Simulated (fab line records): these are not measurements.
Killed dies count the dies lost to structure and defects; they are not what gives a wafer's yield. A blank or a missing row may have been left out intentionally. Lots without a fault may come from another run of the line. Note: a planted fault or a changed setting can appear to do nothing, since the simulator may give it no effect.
fab line records -- flow n5_finfet -- part 2 of 2: steps 22 to 28 of 28
[record] lots = 5, wafers = 15, last_day = 19
route steps=1938 shown BEOL_M0_SAQP@639
lots with no fault: from the same line, run without faults
start_h: hours from the record's opening day to when the first of the lot's shown wafers began -- wait_h: how many hours have passed since the lot's step before this one -- " unchanged from the row above -- L1.1+2: several wafers, shown together as one row -- - no value present, or no start provided -- * or withheld: withheld -- < > ~ a bound
route shown NAME@n: NAME is a module with steps in the file, n the number in the route of the first one -- usual: mean/standard deviation of fault-free wafers -- same: alike in all rows -- chamber/n: place in a boat -- sites: readings site by site -- _std_site: the values' standard deviation -- _edge_site: inner sites' mean taken away from outer sites' mean -- radius_mm: for every site, how far away it sits from the centre of the wafer -- mask NAME#n: copy n -- behind: the most recent tool/chamber to have shaped the wafer -- hold: reason for holding the lot/hours on hold/outcome of the hold -- device: transistor that didn't switch, given as n, p or np -- end of line: tests of these same wafers at the route's end -- step lacking rows: just its recipe -- killed: the dies lost at the first sort to structure and to defects; this is not the yield of the wafer -- map: a wafer's dies, x killed, . not, _ none there
set.NAME: the setting that was run; set.NAME@STEP: the one run at that earlier step -- model.NAME: the simulator's own value behind a step, which no gauge read
lots at selected steps of the route; one table per step, one row per wafer
services: the hour from which a tool's chamber was out of use, counted from the record's first day as start_h (under 0 if before that day), plus the number of hours and why
[[steps]]
[step N5_BEOL_M0_SAQP_STRIP_115]
[recipe] chemistry = post_etch_residue_remover, time_s = 60, temp_c = 25, remover_ph = withheld, remover_water_wt_pct = withheld, remover_fluoride_wt_pct = withheld
lot.wafer,tool,chamber,start_h,wait_h
L074.1+4+6,wet_bench-02,"6,4,0",107.09,-
L081.3+5+6,wet_bench-05,"1,2,7",153.39,-
L082.3+4+6,wet_bench-02,"7,4,3",157.68,-
L085.1+2+4,wet_bench-01,"5,0,6",176.11,-
L097.2+4+6,wet_bench-02,"7,0,1",246.86,-
[step N5_BEOL_M0_SAQP_SRD_93]
[recipe] dry = ipa_marangoni, time_s = 30, temp_c = 23, rinse_liquid = diw
lot.wafer,tool,chamber,start_h,wait_h
L074.1+4+6,wet_bench-02,"6,4,0",107.11,0.0
L081.3+5+6,wet_bench-05,"1,2,7",153.41,0.0
L082.3+4+6,wet_bench-02,"7,4,3",157.70,0.0
L085.1+2+4,wet_bench-01,"5,0,6",176.13,0.0
L097.2+4+6,wet_bench-02,"7,0,1",246.88,0.0
[step N5_BEOL_M0_SAQP_RECESS_114]
[recipe] chemistry = HF/NH3, target = SiO2, target_depth_a = 144, afs_cycles = 3, temp_c = 30, sublimation_temp_c = 180, sublimation_time_s = 60
[usual] drypump_motor_current_A = 5.8/0.62
[same] afs_cycles = 3
lot.wafer,tool,chamber,start_h,wait_h,drypump_motor_current_A
L074.1,vapor_etch-02,0,107.16,0.0,5.8
L074.4,vapor_etch-02,0,107.16,0.0,5.7
L074.6,vapor_etch-02,0,107.16,0.0,5.8
L081.3,vapor_etch-01,1,153.58,0.1,6.5
L081.5,vapor_etch-01,0,153.58,0.1,6.0
L081.6,vapor_etch-01,1,153.58,0.1,6.6
L082.3,vapor_etch-02,1,157.86,0.1,4.8
L082.4,vapor_etch-02,0,157.86,0.1,5.7
L082.6,vapor_etch-02,0,157.86,0.1,5.7
L085.1,vapor_etch-01,1,176.17,0.0,6.5
L085.2,vapor_etch-01,0,176.17,0.0,6.0
L085.4,vapor_etch-01,1,176.17,0.0,6.6
L097.2,vapor_etch-01,0,246.92,0.0,6.0
L097.4,vapor_etch-01,0,246.92,0.0,6.0
L097.6,vapor_etch-01,0,246.92,0.0,6.0
[step N5_BEOL_M0_SAQP_SPACER1_ALD_98]
[recipe] material = SiO2, target_thk_a = 128, temp_c = 300, ald_precursor_family = BDEAS, ald_co_reactant = O2-plasma, pulse_time_s = 1, purge_time_s = 2, co_reactant_purge_time_s = 2, ald_cycles = 138, pressure_torr = 2
[usual] heater_power_outer_w = 263/35, heater_power_w = 461/50, precursor_pulse_height_rel = 1.001/0.02, susceptor_temp_C = 300.03/0.18
lot.wafer,tool,chamber,start_h,wait_h,heater_power_outer_w,heater_power_w,precursor_pulse_height_rel,susceptor_temp_C
L074.1,ald_sin-04,1,107.54,0.3,262,471,1.009,300.03
L074.4,ald_sin-04,2,107.54,0.3,339,554,1.015,300.03
L074.6,ald_sin-04,3,107.54,0.3,236,413,0.972,300.39
L081.3,ald_sin-04,3,154.00,0.3,240,415,1.003,299.92
L081.5,ald_sin-04,1,154.00,0.3,256,469,0.981,299.95
L081.6,ald_sin-04,2,154.00,0.3,341,567,1.040,300.25
L082.3,ald_sin-01,2,158.32,0.3,250,449,1.004,300.14
L082.4,ald_sin-01,3,158.32,0.3,270,435,0.988,300.32
L082.6,ald_sin-01,2,158.32,0.3,249,451,1.039,300.23
L085.1,ald_sin-02,0,176.69,0.4,284,452,1.027,300.06
L085.2,ald_sin-02,3,176.69,0.4,278,474,0.999,300.57
L085.4,ald_sin-02,2,176.69,0.4,300,506,0.977,300.10
L097.2,ald_sin-02,1,247.31,0.3,243,455,0.993,300.00
L097.4,ald_sin-02,2,247.31,0.3,268,449,0.988,299.89
L097.6,ald_sin-02,0,247.31,0.3,274,435,1.024,299.96
[step N5_BEOL_M0_SAQP_SPACER1_ETCHBACK_99]
[recipe] chemistry = CHF3/O2, mode = anisotropic_etchback, target = SiO2, target_depth_a = 154, time_s = 7.7, pressure_mtorr = 30, source_w = 650, bias_w = 170, Ar_flow_sccm = 200, CHF3_flow_sccm = 50, O2_flow_sccm = 5, ion_energy_ev = 200
[usual] drypump_motor_current_A = 5.75/0.28, oes_product_au = 0.77/0.068, rf_fwd_power_W = 645.8/2.2, rf_vpp_V = 520/10, showerhead_plenum_p_Torr = 2.40/0.084, throttle_valve_pct = 18.90/0.26
lot.wafer,tool,chamber,start_h,wait_h,drypump_motor_current_A,oes_product_au,rf_fwd_power_W,rf_hours_counter_h,rf_vpp_V,showerhead_plenum_p_Torr,throttle_valve_pct
L074.1,rie_diel-05,1,108.12,0.4,5.16,0.74,645.3,150,528,2.30,19.08
L074.4,rie_diel-05,0,108.12,0.4,5.79,0.74,644.1,162,515,2.40,18.96
L074.6,rie_diel-05,3,108.12,0.4,5.77,0.88,646.3,-,526,2.35,18.47
L081.3,rie_diel-05,3,154.48,0.3,5.75,0.85,646.6,78,525,2.34,18.51
L081.5,rie_diel-05,0,154.48,0.3,5.77,0.73,645.9,-,516,2.39,18.99
L081.6,rie_diel-05,1,154.48,0.3,5.17,0.73,644.0,-,528,2.30,19.10
L082.3,rie_diel-06,0,158.80,0.3,5.90,0.75,643.9,141,533,2.53,19.00
L082.4,rie_diel-06,2,158.80,0.3,6.00,0.75,650.0,117,506,2.31,18.87
L082.6,rie_diel-06,1,158.80,0.3,6.21,0.74,649.6,-,504,2.29,18.67
L085.1,rie_diel-06,3,177.16,0.3,5.42,0.84,646.5,47,527,2.56,18.97
L085.2,rie_diel-06,0,177.16,0.3,5.87,0.76,642.9,146,532,2.52,19.02
L085.4,rie_diel-06,2,177.16,0.3,6.04,0.74,645.3,122,505,2.31,18.88
L097.2,rie_diel-06,3,247.82,0.3,5.43,0.81,647.0,66,529,2.55,19.02
L097.4,rie_diel-06,0,247.82,0.3,5.90,0.73,645.1,164,533,2.52,19.05
L097.6,rie_diel-06,1,247.82,0.3,6.24,0.72,647.1,-,502,2.28,18.70
[step N5_BEOL_M0_SAQP_MANDREL1_REMOVE_100]
[recipe] chemistry = HBr/Cl2/O2, bt_time_s = 10, target = a-Si, stop_on = SiNx, endpoint = OES-SiCl, over_etch_frac = 0.85, icp_w = 600, bias_w = 30, HBr_flow_sccm = 150, Cl2_flow_sccm = 80, O2_flow_sccm = 5, pressure_mtorr = 10
[usual] drypump_motor_current_A = 5.6/0.43, oes_product_au = 0.999/0.016, rf_fwd_power_W = 596.4/2.2, throttle_valve_pct = 36.8/0.51
[same] over_etch_frac = 0.85
lot.wafer,tool,chamber,start_h,wait_h,drypump_motor_current_A,oes_product_au,rf_fwd_power_W,rf_hours_counter_h,throttle_valve_pct
L074.1,rie_si-05,2,108.20,0.1,5.3,1.005,594.7,78,36.1
L074.4,rie_si-05,3,108.20,0.1,5.5,0.984,597.8,145,36.7
L074.6,rie_si-05,0,108.20,0.1,5.2,0.978,597.5,-,36.7
L081.3,rie_si-06,3,154.56,0.1,5.0,1.007,596.7,151,36.7
L081.5,rie_si-06,1,154.56,0.1,5.5,0.971,595.3,-,36.6
L081.6,rie_si-06,2,154.56,0.1,5.5,0.963,594.9,-,36.7
L082.3,rie_si-06,1,158.88,0.1,5.4,0.969,591.9,176,36.6
L082.4,rie_si-06,2,158.88,0.1,5.4,0.972,597.2,144,36.8
L082.6,rie_si-06,2,158.88,0.1,5.5,0.972,597.7,-,36.8
L085.1,rie_si-02,0,177.25,0.1,5.5,1.002,593.4,124,36.8
L085.2,rie_si-02,1,177.25,0.1,5.8,1.015,597.5,96,36.9
L085.4,rie_si-02,2,177.25,0.1,5.7,1.018,594.6,68,37.8
L097.2,rie_si-06,0,247.91,0.1,5.8,0.988,598.8,110,35.8
L097.4,rie_si-06,2,247.91,0.1,5.4,0.977,596.5,145,36.8
L097.6,rie_si-06,0,247.91,0.1,5.8,0.989,598.3,-,35.8
[step N5_BEOL_M0_SAQP_CD_MEAS_25]
[recipe] target_cd_nm = 13.1, landing_energy_ev = 1000, detector = se_inlens
[usual] cd_nm = 12.86/0.25
lot.wafer,tool,chamber,start_h,wait_h,cd_nm
L074.1,cd_sem-02,0,108.31,0.1,12.75
L074.4,cd_sem-02,0,108.31,0.1,12.87
L074.6,cd_sem-02,0,108.31,0.1,12.51
L081.3,cd_sem-03,0,154.67,0.1,12.85
L081.5,cd_sem-03,0,154.67,0.1,12.58
L081.6,cd_sem-03,0,154.67,0.1,12.57
L082.3,cd_sem-01,0,159.00,0.1,13.21
L082.4,cd_sem-01,0,159.00,0.1,12.63
L082.6,cd_sem-01,0,159.00,0.1,12.76
L085.1,cd_sem-03,0,177.36,0.1,13.10
L085.2,cd_sem-03,0,177.36,0.1,13.02
L085.4,cd_sem-03,0,177.36,0.1,12.80
L097.2,cd_sem-02,0,248.03,0.1,12.94
L097.4,cd_sem-02,0,248.03,0.1,12.73
L097.6,cd_sem-02,0,248.03,0.1,12.62
[[services]]
tool,chamber,start_h,hours,kind
ald_sin-04,-,86.50,14.0,pm
rie_diel-05,2,86.52,6.5,repair
rie_si-02,3,88.46,1.3,repair
rie_si-02,1,94.85,5.3,repair
rie_diel-06,-,132.24,0.2,repair
rie_diel-01,2,137.63,13.2,repair
vapor_etch-01,-,139.94,2.8,pm
arfi_scanner-01,-,140.75,1.0,pm
rie_diel-06,-,142.13,0.4,repair
rie_diel-01,3,145.39,3.7,repair
rie_diel-05,3,162.96,6.1,repair
rie_diel-05,2,176.92,13.9,repair
rie_diel-06,0,177.68,4.9,repair
rie_diel-06,-,185.73,0.7,repair
rie_diel-01,3,191.61,6.5,repair
vapor_etch-01,1,200.49,14.7,repair
arfi_scanner-01,-,201.14,1.3,pm
arfi_scanner-01,-,203.26,0.8,pm
rie_si-06,1,204.91,3.5,repair
rie_diel-01,1,226.27,14.9,repair
rie_diel-01,3,231.16,2.1,repair
rie_si-05,-,241.40,14.6,pm
rie_diel-01,1,243.55,4.0,repair
pecvd-03,-,246.62,0.8,repair
